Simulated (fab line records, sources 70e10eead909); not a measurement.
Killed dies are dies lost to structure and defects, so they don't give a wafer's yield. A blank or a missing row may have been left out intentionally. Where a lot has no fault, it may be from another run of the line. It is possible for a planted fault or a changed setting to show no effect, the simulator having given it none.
Matching of chambers :: flow nand_harc :: NHARC_P_BONDPAD_CMP_19 on cmp-04 has 4 sister chambers
The step polishes, t overpolish 30 s, cu recess touch 16 s, target thk 160.81 nm. 4 wafers are shown with their chamber, then 8 later ones without.

## WAFERS WITH THEIR CHAMBER
wafer: L078.6
chamber: 0
motor_current_A (A): 12.5

wafer: L083.2
chamber: 2
motor_current_A (A): 12.6

wafer: L083.4
chamber: 1
motor_current_A (A): 12.8

wafer: L090.2
chamber: 3
motor_current_A (A): 10.7

## WAFERS WITH NO CHAMBER GIVEN
wafer: L090.5
motor_current_A (A): 13.2

wafer: L090.6
motor_current_A (A): 12.0

wafer: L093.4
motor_current_A (A): 12.4

wafer: L093.5
motor_current_A (A): 13.1

wafer: L093.6
motor_current_A (A): 10.9

wafer: L095.3
motor_current_A (A): 12.6

wafer: L095.4
motor_current_A (A): 12.3

wafer: L095.5
motor_current_A (A): 11.7

## CHAMBER TAKEN BY EACH
wafer: L090.5
from the rows above: can't be placed: 1 or 2 or 0
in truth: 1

wafer: L090.6
from the rows above: can't be placed: 0 or 2 or 1
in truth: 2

wafer: L093.4
from the rows above: can't be placed: 0 or 2 or 1
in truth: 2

wafer: L093.5
from the rows above: can't be placed: 1 or 2 or 0
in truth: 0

wafer: L093.6
from the rows above: 3
in truth: 3

wafer: L095.3
from the rows above: can't be placed: 2 or 0 or 1
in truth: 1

wafer: L095.4
from the rows above: can't be placed: 0 or 2 or 1
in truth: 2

wafer: L095.5
from the rows above: can't be placed: 0 or 2 or 3 or 1
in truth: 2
Correct placement for 1 of the 8. From these rows, 7 cannot be placed; in 7 the true chamber is one of the candidates. 0 placed wrongly.
How it was worked out, from the rows above alone: a wafer's distance from a chamber is the root of the sum, over the readings, of the square of ((its reading less the chamber's mean) divided by the reading's scatter). The wafer belongs to the nearest chamber; if the next one is less than 2 further off, it can't be placed. The mean given for a chamber averages the wafers shown for that chamber. The scatter: root of mean squared gap, hidden wafer to nearest shown wafer, with one shown wafer a chamber.
